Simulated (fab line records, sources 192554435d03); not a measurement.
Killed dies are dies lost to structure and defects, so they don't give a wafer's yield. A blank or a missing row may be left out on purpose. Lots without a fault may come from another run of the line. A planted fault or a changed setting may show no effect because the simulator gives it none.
Which tool did it? | flow n5_finfet | 10 lots, 30 wafers sampled, at 1 step of a route of 1938

WHAT THE GAUGES READ, wafer by wafer
N5_BEOL_M4_RC_MEAS_101.
lot  | measured     | on        | DIBL_N (mV/V)  | DIBL_P (mV/V)  | IOFF_N (nA/um)    | IOFF_P (nA/um) | ION_N (uA/um) | ION_P (uA/um) | SS_N (mV/dec)  | SS_P (mV/dec)  | VT_N (mV)         | VT_P (mV)
L760 | day 8 19:13  | prober-01 | 34.9 35.2 36.4 | 34.6 35.3 35.9 | 0.145 0.160 0.168 | 0.22 0.22 0.22 | 661 670 669   | 457 462 460   | 71.4 71.6 72.3 | 72.4 73.1 72.6 | 249.4 245.6 247.4 | -248.6 -248.3 -250.0
L763 | day 9 22:37  | prober-02 | 40.6 39.2 41.7 | 39.6 39.2 41.4 | 0.218 0.194 0.236 | 0.27 0.25 0.30 | 676 686 678   | 465 466 467   | 72.8 72.2 72.6 | 74.5 74.2 74.4 | 248.8 246.9 246.5 | -248.0 -246.9 -246.9
L764 | day 10 05:05 | prober-01 | 34.8 37.0 38.5 | 33.1 35.7 36.5 | 0.127 0.158 0.182 | 0.15 0.19 0.20 | 676 684 675   | 453 462 454   | 70.1 71.7 71.5 | 72.5 73.2 73.5 | 249.6 250.7 249.8 | -256.0 -252.9 -251.3
L765 | day 10 07:43 | prober-02 | 37.7 36.1 38.0 | 38.7 36.5 38.1 | 0.197 0.157 0.179 | 0.25 0.22 0.23 | 671 675 665   | 459 459 453   | 72.4 71.7 72.1 | 73.5 74.0 73.7 | 246.4 251.4 249.0 | -249.8 -250.4 -251.9
L768 | day 11 04:49 | prober-02 | 35.4 34.5 34.1 | 35.7 34.6 34.0 | 0.168 0.149 0.137 | 0.22 0.21 0.19 | 680 678 672   | 467 467 458   | 71.2 71.3 71.2 | 73.4 72.5 72.7 | 249.3 247.9 250.8 | -249.5 -250.5 -249.1
L772 | day 11 16:44 | prober-01 | 35.7 33.4 33.0 | 35.4 32.3 32.2 | 0.163 0.118 0.117 | 0.23 0.18 0.18 | 669 667 662   | 469 465 467   | 70.7 70.2 70.9 | 73.5 73.1 72.9 | 247.3 252.6 249.7 | -248.7 -250.8 -249.4
L775 | day 12 21:11 | prober-01 | 35.9 37.4 35.4 | 37.6 38.4 37.0 | 0.158 0.185 0.133 | 0.19 0.20 0.17 | 682 674 658   | 463 457 456   | 71.7 71.9 71.7 | 73.3 74.1 73.5 | 251.3 250.6 255.4 | -253.3 -255.3 -255.4
L781 | day 13 23:31 | prober-01 | 37.5 35.8 38.0 | 36.0 34.7 36.4 | 0.179 0.147 0.173 | 0.23 0.20 0.24 | 672 678 657   | 465 460 450   | 71.6 71.1 71.5 | 73.9 72.9 73.8 | 248.6 251.6 248.6 | -246.8 -250.3 -252.1
L779 | day 14 00:02 | prober-02 | 33.6 32.7 34.6 | 33.1 32.2 33.9 | 0.130 0.124 0.132 | 0.18 0.17 0.19 | 675 673 656   | 467 464 457   | 71.5 70.7 70.9 | 72.1 72.4 72.7 | 250.5 255.6 253.0 | -250.3 -251.7 -251.1
L780 | day 14 01:47 | prober-01 | 34.4 33.3 32.8 | 35.1 33.1 33.0 | 0.149 0.118 0.119 | 0.19 0.15 0.16 | 682 661 674   | 466 450 462   | 71.6 71.0 70.4 | 73.0 72.6 72.9 | 252.9 255.5 251.2 | -249.1 -255.7 -253.9

WHICH TOOL RAN EACH LOT (tool, then ch and the chambers of the sampled wafers, then the start)
The record holds no process step before these readings.

WHAT THE TOOLS THEMSELVES READ (means of the sampled wafers that have a number; where no wafer has one, the mark that the record gives instead)
The record holds no such reading with a usual standard deviation.

THE ANSWER, worked out from the rows above alone
Rule: what is usual is taken from the lots themselves. Put in order of their means at a reading, lots are off if they are a third of the lots or fewer, leave a main group of 4 or more, and stand apart from it by a gap of 3 or more times the standard deviation of the main group's means; of several such gaps the widest counts. A main group whose means are all the same, to the digits that the tables above print for the reading, isn't used. A lot without any number at a reading at which 4 lots or more have one is off too. The other lots that the step has rows for count as sound. The gauges are gone through in route order, then the tools' own readings, and for those a lot's mean is taken as printed above. The first step at which some lot is off is used, and at that step the reading that is off furthest; a lot without a number counts as furthest.
No lot is off at any reading shown: from this, nothing can be told.

WHAT THE SIMULATOR HAD PUT IN
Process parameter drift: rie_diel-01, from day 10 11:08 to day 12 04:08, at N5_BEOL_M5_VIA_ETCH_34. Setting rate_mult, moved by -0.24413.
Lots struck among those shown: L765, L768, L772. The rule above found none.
